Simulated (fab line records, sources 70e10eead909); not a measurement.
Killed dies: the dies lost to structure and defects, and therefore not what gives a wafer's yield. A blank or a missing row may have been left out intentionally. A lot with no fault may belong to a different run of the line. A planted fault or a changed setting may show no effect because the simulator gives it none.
Which tool is to blame? | flow nand_harc | 45 wafers from 15 lots sampled at 3 of the route's 1159 steps

== WHAT THE GAUGES SHOWED, per wafer ==
NHARC_P_ZERO_WELL_CD_MEAS_52 targets a cd of 2000 nm.
lot  | measured    | on        | cd_nm (nm)
L912 | day 1 23:41 | cd_sem-02 | 2002.3 2001.2 2004.4
L913 | day 2 06:10 | cd_sem-02 | 2004.7 2000.7 1999.0
L915 | day 2 17:37 | cd_sem-03 | 2000.7 2002.6 1998.7
L918 | day 3 11:46 | cd_sem-01 | 2005.5 2004.3 2003.5
L919 | day 3 18:02 | cd_sem-02 | 2001.4 2000.1 2004.9
L920 | day 3 23:44 | cd_sem-01 | 1997.3 2003.1 2000.4
L921 | day 4 05:37 | cd_sem-03 | - - -
L922 | day 4 11:46 | cd_sem-01 | - - -
L923 | day 4 17:35 | cd_sem-03 | - - -
L924 | day 4 23:44 | cd_sem-01 | 2003.6 2000.2 2003.7
L925 | day 5 05:46 | cd_sem-01 | 2000.5 2002.7 2004.1
L926 | day 5 12:15 | cd_sem-02 | 2003.7 2001.4 2001.7
L931 | day 6 17:46 | cd_sem-01 | 1998.9 1996.2 2000.0
L933 | day 7 05:37 | cd_sem-02 | 1998.0 2001.1 2001.9
L934 | day 7 11:30 | cd_sem-02 | 2002.5 2004.6 2000.9

NHARC_P_STI_OCD_MEAS_43.
lot  | measured    | on     | trench_depth_nm (nm) | trench_foot_cd_nm (nm)
L912 | day 2 21:16 | ocd-02 | 303 302 307          | 157 160 159
L913 | day 2 21:05 | ocd-01 | 298 306 301          | 156 156 158
L915 | day 3 13:32 | ocd-02 | 309 294 298          | 156 161 160
L918 | day 4 07:52 | ocd-01 | 298 304 304          | 155 154 159
L919 | day 4 12:21 | ocd-01 | 298 296 305          | 158 161 162
L920 | day 4 20:35 | ocd-02 | 297 308 296          | 158 158 157
L924 | day 5 19:11 | ocd-01 | 294 304 297          | 159 156 158
L925 | day 6 01:13 | ocd-01 | 305 298 297          | 159 161 160
L926 | day 6 06:36 | ocd-01 | 290 297 289          | 157 157 153
L931 | day 7 12:20 | ocd-02 | 298 297 298          | 154 155 158
L933 | day 8 01:16 | ocd-02 | 296 298 295          | 155 159 156
L934 | day 8 06:38 | ocd-01 | 289 302 302          | 154 157 152

== EACH LOT AND THE TOOL THAT RAN IT (in order: tool; ch and the chambers of the sampled wafers; start) ==
lot  | NHARC_P_ZERO_WELL_EXPOSE_49
L912 | krf_scanner-01 ch 0, day 1 23:32
L913 | krf_scanner-03 ch 0, day 2 06:00
L915 | krf_scanner-01 ch 0, day 2 17:28
L918 | krf_scanner-01 ch 0, day 3 11:36
L919 | krf_scanner-03 ch 0, day 3 17:53
L920 | krf_scanner-03 ch 0, day 3 23:35
L921 | krf_scanner-03, day 4 05:27
L922 | krf_scanner-01, day 4 11:36
L923 | krf_scanner-01, day 4 17:26
L924 | krf_scanner-01 ch 0, day 4 23:34
L925 | krf_scanner-01 ch 0, day 5 05:36
L926 | krf_scanner-03 ch 0, day 5 12:05
L931 | krf_scanner-04 ch 0, day 6 17:36
L933 | krf_scanner-03 ch 0, day 7 05:28
L934 | krf_scanner-03 ch 0, day 7 11:21
- NHARC_P_ZERO_WELL_EXPOSE_49: exposes mask P HVPW, target cd 2000 nm.

== AS READ BY THE TOOLS THEMSELVES (means over the sampled wafers that have a number; for cases with no such wafer, the mark the record gives instead) ==
NHARC_P_ZERO_WELL_EXPOSE_49.
lot  | tool           | exposure_dose_mJ_cm2 | focus_offset_nm (nm)
L912 | krf_scanner-01 | 22.638               | 0.7
L913 | krf_scanner-03 | 22.615               | -0.4
L915 | krf_scanner-01 | 22.628               | 0.3
L918 | krf_scanner-01 | 22.640               | -0.4
L919 | krf_scanner-03 | 22.684               | -0.3
L920 | krf_scanner-03 | 22.643               | -0.1
L921 | krf_scanner-03 | -                    | -
L922 | krf_scanner-01 | -                    | -
L923 | krf_scanner-01 | -                    | -
L924 | krf_scanner-01 | 22.636               | 0.4
L925 | krf_scanner-01 | 22.650               | 0.3
L926 | krf_scanner-03 | 22.653               | 0.0
L931 | krf_scanner-04 | 22.630               | -0.1
L933 | krf_scanner-03 | 22.662               | -0.1
L934 | krf_scanner-03 | 22.664               | -0.1

== THE ANSWER, worked out from the rows above alone ==
Rule: usual is defined by the lots themselves. The widest of any qualifying gaps counts: lots, ordered by their means at a reading, are off when they make up no more than a third of the lots, leave a main group of 4 or more, and stand apart from it by 3 or more times the standard deviation of that group's means. The tables above print the reading to a certain number of digits; a main group whose means all agree to those digits is not used. Also off: a lot with no number at a reading for which 4 or more lots have one. All remaining lots with rows at the step are treated as sound. After the gauges, taken in route order, come the tools' own readings; for these a lot's mean is taken, as printed above. The first step at which some lot is off is used, and at that step the reading that is off furthest; a lot without a number counts as furthest.
Off: L921, L922, L923, at NHARC_P_ZERO_WELL_CD_MEAS_52 (cd_nm). Without a number there: L921, L922, L923. The main group: mean 2001.7 nm, standard deviation 1.5.
A tool fits if, at a process step before that reading, it ran every lot that is off, and no sound lot after the first of them. Not tried: the gauges at NHARC_P_ZERO_WELL_CD_MEAS_52; whatever is off there is also off at NHARC_P_ZERO_WELL_EXPOSE_49, on other tools, and gauge error can't account for it. No candidate that was tried fits.

== WHAT THE SIMULATOR HAD INSERTED ==
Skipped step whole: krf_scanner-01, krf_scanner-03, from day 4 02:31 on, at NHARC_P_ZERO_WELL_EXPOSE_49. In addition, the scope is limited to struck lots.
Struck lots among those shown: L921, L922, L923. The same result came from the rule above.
